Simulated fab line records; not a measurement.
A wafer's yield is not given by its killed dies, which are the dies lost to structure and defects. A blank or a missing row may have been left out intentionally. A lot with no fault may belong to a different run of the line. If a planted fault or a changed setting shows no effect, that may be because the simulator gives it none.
Split-lot trial -- flow n5 finfet -- route with 1938 steps; 7 lots, 21 wafers read

## ON THE SPLIT
At N5_HKMG_FIN_ETCH_31 (etches SiARC in CF4, target depth 45.5 nm, time 75.8 s), the setting bias w was moved away from the recipe's 36 W on 7 of the 21 wafers read, by -18.0% to +16.1%. All remaining wafers had this setting at the recipe value.

The split's own step is where the reading is taken.

## THE READING
rf vpp V, in V, at N5_HKMG_FIN_ETCH_31 (etches SiARC in CF4, target depth 45.5 nm, time 75.8 s). Typical for fault-free wafers on this fab line: 184.2 V, with standard deviation 1 V.

wafer,"tool, chamber at the split","bias w as run, W",against the recipe,"rf vpp V, V",against lot-mates on the recipe
L075.1,"rie diel-02, 1",36,recipe,182.8,-
L075.3,"rie diel-02, 0",36,recipe,185.3,-
L075.6,"rie diel-02, 1",36,recipe,182.6,-
L080.1,"rie diel-02, 2",36,recipe,182.9,-
L080.2,"rie diel-02, 0",36,recipe,184.6,-
L080.4,"rie diel-02, 1",36,recipe,184.7,-
L082.2,"rie diel-02, 0",36,recipe,185.0,-
L082.4,"rie diel-02, 1",36,recipe,183.8,-
L082.6,"rie diel-02, 2",41.8,+16.1%,202.9,+18.5
L091.2,"rie diel-06, 0",36,recipe,183.8,-
L091.3,"rie diel-06, 1",29.53,-18.0%,159.4,-24.4
L091.4,"rie diel-06, 2",29.53,-18.0%,161.1,-22.7
L095.2,"rie diel-03, 1",36,recipe,185.7,-
L095.3,"rie diel-03, 2",36,recipe,184.7,-
L095.4,"rie diel-03, 0",36,recipe,185.7,-
L097.1,"rie diel-03, 1",36,recipe,183.5,-
L097.2,"rie diel-03, 3",29.96,-16.8%,165.1,-18.4
L097.3,"rie diel-03, 0",29.96,-16.8%,164.9,-18.6
L096.1,"rie diel-03, 2",36,recipe,185.3,-
L096.4,"rie diel-03, 0",30.94,-14.1%,167.0,-18.3
L096.5,"rie diel-03, 3",30.94,-14.1%,166.6,-18.7

THE FIT
A straight line over all 21 wafers: rf vpp V changes by +1.23 V for each +1% of bias w; r = +0.99; the points scatter about the line by 1.2 V.
The same after taking each lot's own level away (the mean of its wafers on the recipe; 21 wafers): +1.22 V for each +1%; r = +0.99; scatter 1.2 V.
On that fit, the largest move of bias w shifts the reading by 22 V.
From 183.50 to 185.37 V: that is the span of the lots' own levels, equal to 1.9 times the standard deviation above.
The two slopes agree, so the slope changes little with the lot-to-lot level.
Check: -21.6 V against its lot-mates is what the line predicts for one of the wafers moved furthest among these (-18.0%) when that wafer is left out of the fit. Against them it came out at -24.4 V.
Tool readings at the split's step, against how far the setting was moved: rf vpp V r = +0.99.

## THE FILE'S OWN FIT
rf vpp V changes by +1.22 V for each +1% of bias w, r = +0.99.
